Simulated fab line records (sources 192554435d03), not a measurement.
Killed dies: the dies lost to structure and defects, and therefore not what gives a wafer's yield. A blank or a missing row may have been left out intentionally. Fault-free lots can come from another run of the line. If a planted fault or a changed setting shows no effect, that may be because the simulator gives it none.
What tool caused it? -- flow n5Finfet -- 36 wafers from 12 lots sampled at 5 of the route's 1938 steps

== WHAT EACH GAUGE READ, for each wafer ==
N5_DUMMY_GATE_INSPECT_17: inspects for defects (brightfield).
lot,measured,on,rawDefectCount
L075,day 3 02:51,defectInspect-01,229 263 214
L077,day 3 16:38,defectInspect-01,171 315 158
L079,day 4 04:11,defectInspect-02,205 178 141
L081,day 4 16:17,defectInspect-01,224 146 122
L083,day 5 05:12,defectInspect-01,172 125 203
L085,day 5 19:44,defectInspect-02,180 182 160
L087,day 6 06:44,defectInspect-01,164 157 155
L089,day 6 17:26,defectInspect-01,210 225 181
L091,day 7 02:41,defectInspect-02,230 284 201
L093,day 7 18:58,defectInspect-02,248 159 200
L095,day 8 06:06,defectInspect-02,219 155 185
L097,day 8 20:48,defectInspect-02,192 197 174

== WHICH TOOL RAN EACH LOT (tool, then ch and the chambers of the sampled wafers, then the start) ==
lot,N5_ZERO_LAYER_ETCH_18,N5_FIN_SAQP_SPACER2_ALD_28,N5_STI_FIN_REVEAL_STRIP_24,N5_STI_FIN_REVEAL_ETCH_34
L075,"rieSi-06 ch 0,1,3, day 1 18:47","aldSin-04 ch 0,1,2, day 2 06:43","rieDiel-05 ch 1,2,3, day 2 15:13","rieSi-01 ch 0,1,3, day 2 17:31"
L077,"rieSi-05 ch 0,1,3, day 2 06:47","aldSin-03 ch 1,2, day 2 19:31","rieDiel-03 ch 0,1,2, day 3 04:40","rieSi-01 ch 1,2,3, day 3 07:07"
L079,"rieSi-05 ch 0,1, day 2 19:05","aldSin-03 ch 1,2, day 3 07:44","rieDiel-03 ch 0,2,3, day 3 16:04","rieSi-05 ch 0,2, day 3 18:22"
L081,"rieSi-05 ch 0,2, day 3 07:20","aldSin-03 ch 1,2, day 3 19:18","rieDiel-04 ch 0,3, day 4 04:05","rieSi-01 ch 0,1,2, day 4 06:29"
L083,"rieSi-01 ch 0,1,2, day 3 18:48","aldSin-03 ch 1,2,3, day 4 08:28","rieDiel-05 ch 0,1,2, day 4 17:24","rieSi-05 ch 0,1,3, day 4 19:42"
L085,"rieSi-05 ch 2,3, day 4 06:49","aldSin-03 ch 0,2,3, day 4 23:33","rieDiel-05 ch 0,1, day 5 08:07","rieSi-01 ch 1,2,3, day 5 10:27"
L087,"rieSi-06 ch 2,3, day 4 18:57","aldSin-03 ch 0,3, day 5 10:52","rieDiel-03 ch 0,1, day 5 19:10","rieSi-05 ch 0,1, day 5 21:28"
L089,"rieSi-05 ch 0,2,3, day 5 06:56","aldSin-02 ch 0,1,2, day 5 21:36","rieDiel-04 ch 0,2,3, day 6 05:50","rieSi-06 ch 0,2,3, day 6 08:09"
L091,"rieSi-06 ch 1,2,3, day 5 18:55","aldSin-02 ch 1,2, day 6 06:55","rieDiel-05 ch 0,2, day 6 15:07","rieSi-01 ch 0,1, day 6 17:25"
L093,"rieSi-06 ch 1,2, day 6 06:56","aldSin-02 ch 1,2, day 6 21:17","rieDiel-03 ch 1,2, day 7 07:20","rieSi-06 ch 0,1, day 7 09:42"
L095,"rieSi-05 ch 0,2,3, day 6 19:06","aldSin-02 ch 1,2,3, day 7 09:56","rieDiel-03 ch 2,3, day 7 18:29","rieSi-05 ch 2,3, day 7 20:48"
L097,"rieSi-01 ch 0,2,3, day 7 06:47","aldSin-02 ch 0,2,3, day 7 22:52","rieDiel-04 ch 1,2,3, day 8 07:56","rieSi-05 ch 0,1,2, day 8 10:16"
- N5_ZERO_LAYER_ETCH_18: etches Si in HBr/Cl2, target depth 120 nm, time 40 s.
- N5_FIN_SAQP_SPACER2_ALD_28: deposits SiO2, target thk 8.1 nm, pulse time 1 s, purge time 2 s.
- N5_STI_FIN_REVEAL_STRIP_24: strips in N2/H2, time 90 s.
- N5_STI_FIN_REVEAL_ETCH_34: etches Si in H2, material Si, target depth 0.97 nm.

== THE ANSWER, worked out from the rows above alone ==
Rule: usual is defined by the lots themselves. Put in order of their means at a reading, lots are off if they are a third of the lots or fewer, leave a main group of 4 or more, and stand apart from it by a gap of 3 or more times the standard deviation of the main group's means; of several such gaps the widest counts. Not used: any main group whose means are identical at the precision the tables above print for the reading. Also off: a lot with no number at a reading for which 4 or more lots have one. Where the step has rows for the other lots, those lots are counted as sound.
No lot is off on any of the readings shown, so nothing can be concluded from this.

== WHAT HAD BEEN PUT IN BY THE SIMULATOR ==
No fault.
